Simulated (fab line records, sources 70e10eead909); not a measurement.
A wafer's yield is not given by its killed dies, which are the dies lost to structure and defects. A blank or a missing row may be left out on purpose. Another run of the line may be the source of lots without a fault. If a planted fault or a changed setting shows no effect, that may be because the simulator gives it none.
Struck lot and sound lot, side by side -- flow nandHarc -- 13 out of 1302 route steps
Sound: these wafers, L884.1, L884.2, L884.5. Wafers L887.2, L887.4, L887.5 were the ones struck. The cause comes at the end.
At each step with rows: each side's tool, then ch and its chambers, then its first start. Under that, the readings that differ: sound wafers -- struck wafers -- difference of the means -- sigmas: that difference in standard deviations of wafers without a fault.
alike: a reading whose means differ by less than 2 such deviations, as well as words and numbers matching on both sides. not compared: withheld readings; readings where some wafer has no value; bounds like >300 that might hide an equal value; numbers whose values overlap and for which the record gives no deviation.
A row with sigmas, a row that says differs or no value, or rows on one side alone: a step with any of these is where the two part. Non-overlapping numbers with no deviation appear without sigmas and do not part them. A reading missing from all wafers of one side parts the sides only when that side holds two or more wafers.

NHARC_A_WL_FILL_STRIP_27: strips in N2/H2, time 20 s.
  sound on plasmaAsher-02 ch 0,1, day 20 22:16; struck on plasmaAsher-02 ch 0,1, day 21 11:17
  alike: drypumpMotorCurrentA, heaterPowerW
  not compared: rfHoursCounterH
then, 4 steps without rows for these wafers: NHARC_A_WL_FILL_STRIP_28 (strips in post etch residue remover, time 1200 s); NHARC_A_WL_FILL_PRECLEAN_06 (cleans in DIW, time 300 s); NHARC_A_WL_FILL_SRD_07; NHARC_A_WL_FILL_ANNEAL_08 (time 1800 s).
NHARC_A_WL_FILL_ALD_10: deposits SiO2, target thk 50 nm, pulse time 10 s, ald cycles 500.
  sound on aldHk-04 ch 0,2,3, day 21 11:25; struck on aldHk-04 ch 0,1, day 21 23:26
  alike: heaterPowerOuterW, heaterPowerW, precursorPulseHeightRel
NHARC_A_WL_FILL_ETCHBACK_16: etches the open film in C4F8/O2/Ar, target depth 120 nm, time 24 s.
  sound: rieDiel-02 ch 2,3; struck: rieDiel-02 ch 0,1,2
  alike: oesProductAu, rfVppV
  not compared: rfHoursCounterH
NHARC_A_WL_FILL_STRIP_29: strips in O2, time 20 s.
  sound on rieDiel-02 ch 1,2, day 21 18:11; struck on rieDiel-02 ch 0,1, day 22 06:17
  alike: drypumpMotorCurrentA, oesProductAu, rfVppV, showerheadPlenumPTorr, throttleValvePct
  not compared: rfHoursCounterH
then, 3 steps without rows for these wafers: NHARC_A_WL_FILL_ETCHBACK_17 (etches the open film in Cl2/BCl3, target depth 4 nm, time 26.7 s); NHARC_A_WL_FILL_PRECLEAN_18 (cleans in dHF, time 30 s); NHARC_A_WL_FILL_SRD_21.
NHARC_A_WL_FILL_CVD_23: deposits poly-Si, target thk 40 nm, time 800 s.
  sound on lpcvdPoly-02 ch 0, day 21 21:11; struck on lpcvdPoly-03 ch 0, day 23 14:56
  alike: pressureMtorr, spikeTcCentreC
NHARC_A_WL_FILL_ETCHBACK_26: etches the open film in HBr, target depth 52 nm, time 13.3 s.
  sound on rieSi-02 ch 1,2,3, day 21 23:49; struck on rieSi-03 ch 1,2,3, day 23 17:31
  alike: drypumpMotorCurrentA, oesProductAu, throttleValvePct
  not compared: rfHoursCounterH

== WHERE THEY PART ==
Nowhere in this record.

WHY: whatever the simulator had introduced
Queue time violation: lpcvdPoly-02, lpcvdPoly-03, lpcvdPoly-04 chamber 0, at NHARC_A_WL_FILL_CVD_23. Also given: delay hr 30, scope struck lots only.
